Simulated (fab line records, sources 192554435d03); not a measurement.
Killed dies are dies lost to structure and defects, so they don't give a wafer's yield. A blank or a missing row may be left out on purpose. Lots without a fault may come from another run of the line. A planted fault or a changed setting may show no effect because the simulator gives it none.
A struck lot beside a sound one | flow n5_finfet | 39 steps out of a route of 1938
Sound: wafers L442.2, L442.3, L442.4. Struck: wafers L448.1, L448.4, L448.6. The cause comes at the end.
At each step with rows: each side's tool, then ch and its chambers, then its first start. Under that, the readings that differ: sound wafers | struck wafers | difference of the means | sigmas: that difference in standard deviations of wafers without a fault.
alike: readings whose means differ by less than 2 such deviations, and words and numbers that are the same on both sides. not compared: withheld readings, readings that some wafer has no value for, bounds like >300 that may hide the same value, and numbers for which the record gives no deviation and whose values overlap.
The two part at a step that has a row with sigmas, a row that says differs or no value, or rows on one side only. Numbers that don't overlap but have no deviation are shown without sigmas and don't part them. A reading that every wafer of one side lacks parts them only if that side has two wafers or more.

first, 11 steps without rows for these wafers: N5_FIN_CUT_STRIP_31 (strips in N2/H2); N5_FIN_CUT_STRIP_24 (strips in CF4); N5_FIN_CUT_CUT_ETCH_26 (etches SiNx in CH3F/O2, target depth 39 nm, time 55.7 s); N5_FIN_CUT_CUT_ETCH_27 (etches SiO2 in CHF3/O2, target depth 4 nm, overetch 2 nm, time 4.9 s); N5_FIN_CUT_PRECLEAN_35 (cleans in vHF, time 13.3 s); N5_FIN_CUT_CUT_ETCH_15 (etches Si in HBr/Cl2/O2, target depth 100 nm, bt time 10 s, time 42.4 s); N5_FIN_CUT_CUT_ETCH_28 (etches Si in HBr/Cl2/O2, target depth 6 nm, time 2.4 s); N5_FIN_CUT_STRIP_22 (strips in N2/H2); N5_FIN_CUT_PRECLEAN_36 (cleans in O3/DIW, time 60 s); N5_FIN_CUT_SRD_32 (time 30 s); N5_FIN_CUT_UV_OZONE_34 (time 120 s).
N5_STI_FIN_REVEAL_ALD_00: deposits SiO2, target thk 1 nm, pulse time 1 s.
  sound on ald_sin-04 ch 0,1,2, day 4 23:38; struck on ald_sin-04 ch 1,2,3, day 6 09:22
  no value came back on the struck wafers for any of 6 readings (chamber_pressure_Torr (Torr), heater_power_outer_w (W) and others); on the sound wafers chamber_pressure_Torr (Torr) reads 2.001 2.000 1.999
then, 25 steps without rows for these wafers: N5_STI_FIN_REVEAL_ALD_14 (deposits Si3N4, target thk 3 nm); N5_STI_FIN_REVEAL_FCVD_FILL_01 (material SiO2 flowable, target thk 312 nm, time 512.2 s); N5_STI_FIN_REVEAL_DENSIFY_02 (time 1800 s); N5_STI_FIN_REVEAL_CMP_04 (polishes, stops on Si3N4, t overpolish 4 s, target thk 131.83 nm); N5_STI_FIN_REVEAL_DENSIFY_30; N5_STI_FIN_REVEAL_ETCHBACK_08 (etches SiO2 in C4F6/O2, target depth 30.5 nm, time 10.167 s); N5_STI_FIN_REVEAL_STRIP_24 (strips in N2/H2, time 90 s); N5_STI_FIN_REVEAL_PRECLEAN_25 (cleans in SPM, time 90 s); N5_STI_FIN_REVEAL_PRECLEAN_26 (cleans in SC1, time 45 s); N5_STI_FIN_REVEAL_PRECLEAN_29 (cleans in DHF, time 30 s); N5_STI_FIN_REVEAL_SRD_12 (time 30 s); N5_STI_FIN_REVEAL_RECESS_09 (chemistry HF/NH3, target SiO2, afs cycles 11, target depth 42.5 nm, sublimation time 60 s); N5_STI_FIN_REVEAL_STRIP_16 (strips SiNx in H3PO4, target depth 23.8 nm); N5_STI_FIN_REVEAL_PRECLEAN_17 (cleans in NF3:NH3, afs cycles 1, time 20 s, sublimation time 60 s); N5_STI_FIN_REVEAL_ETCH_34 (etches Si in H2, material Si, target depth 0.97 nm); N5_STI_FIN_REVEAL_OXIDATION_31 (chemistry O2 PLASMA REMOTE, time 20 s); N5_STI_FIN_REVEAL_PRECLEAN_32 (cleans in NF3:NH3, afs cycles 1, time 20 s, sublimation time 60 s); N5_STI_FIN_REVEAL_STRIP_35 (strips Si3N4 in H3PO4, target depth 4 nm, time 39 s); N5_STI_FIN_REVEAL_SRD_21 (time 30 s); N5_STI_FIN_REVEAL_OXIDATION_33 (chemistry O2 PLASMA REMOTE, time 20 s); N5_STI_FIN_REVEAL_CLEAN_19 (cleans in O3/DIW, time 120 s); N5_STI_FIN_REVEAL_SRD_23 (time 30 s); N5_STI_FIN_REVEAL_PRECLEAN_18 (cleans in SC2, time 45 s); N5_STI_FIN_REVEAL_SRD_28 (time 30 s); N5_DUMMY_GATE_PRECLEAN_00 (cleans in O3/DIW, time 60 s).
-- the record jumps here: 7 days lie between the struck wafers' starts before and after (it left off in module DUMMY_GATE and takes up again in module BEOL_M4, whose first step shown is number 1111 of the route) --
N5_BEOL_M4_RC_MEAS_101:
  sound on prober-01 ch 0, day 10 19:34; struck on prober-02 ch 0, day 12 22:11
  alike: DIBL_N, DIBL_P, IOFF_N, IOFF_P, ION_N, ION_P, SS_N, SS_P, VT_N, VT_P
-- the record jumps here: 5 days lie between the struck wafers' starts before and after (it left off in module BEOL_M4 and takes up again in module PASSIVATION, whose first step shown is number 1936 of the route) --
N5_PASSIVATION_PROBE_49:
  sound on prober-02, day 15 13:26; struck on prober-02, day 17 13:59
  reading                  | sound          | struck         | difference | sigmas
  defect_limited_yield (%) | 89.7 89.8 91.5 | 79.4 82.1 82.3 | -9.1       | -7
  killed_at_front_end      | 34 34 28       | 197 154 149    | +135       | +14
  killed_dies              | 121 120 100    | 243 211 209    | +107       | +7
  killed_on_rim            | 16 18 17       | 72 68 70       | +53        | +12
  sort_bin_5_function (%)  | 6.0 6.1 4.0    | 16.6 15.3 14.6 | +10.1      | +11
  sort_n_pass              | 1059 1060 1080 | 937 969 971    | -107       | -7
  sort_yield_pct (%)       | 89.7 89.8 91.5 | 79.4 82.1 82.3 | -9.1       | -6
  alike: killed_at_M0_to_M3, killed_at_M4_up, killed_at_contacts, killed_at_other, killed_open, killed_short, sort_bin_6_memory, sort_bin_8_speed

WHERE THEY PART
First at N5_STI_FIN_REVEAL_ALD_00; last, within this record, at N5_PASSIVATION_PROBE_49.

WHY: what the simulator had put in
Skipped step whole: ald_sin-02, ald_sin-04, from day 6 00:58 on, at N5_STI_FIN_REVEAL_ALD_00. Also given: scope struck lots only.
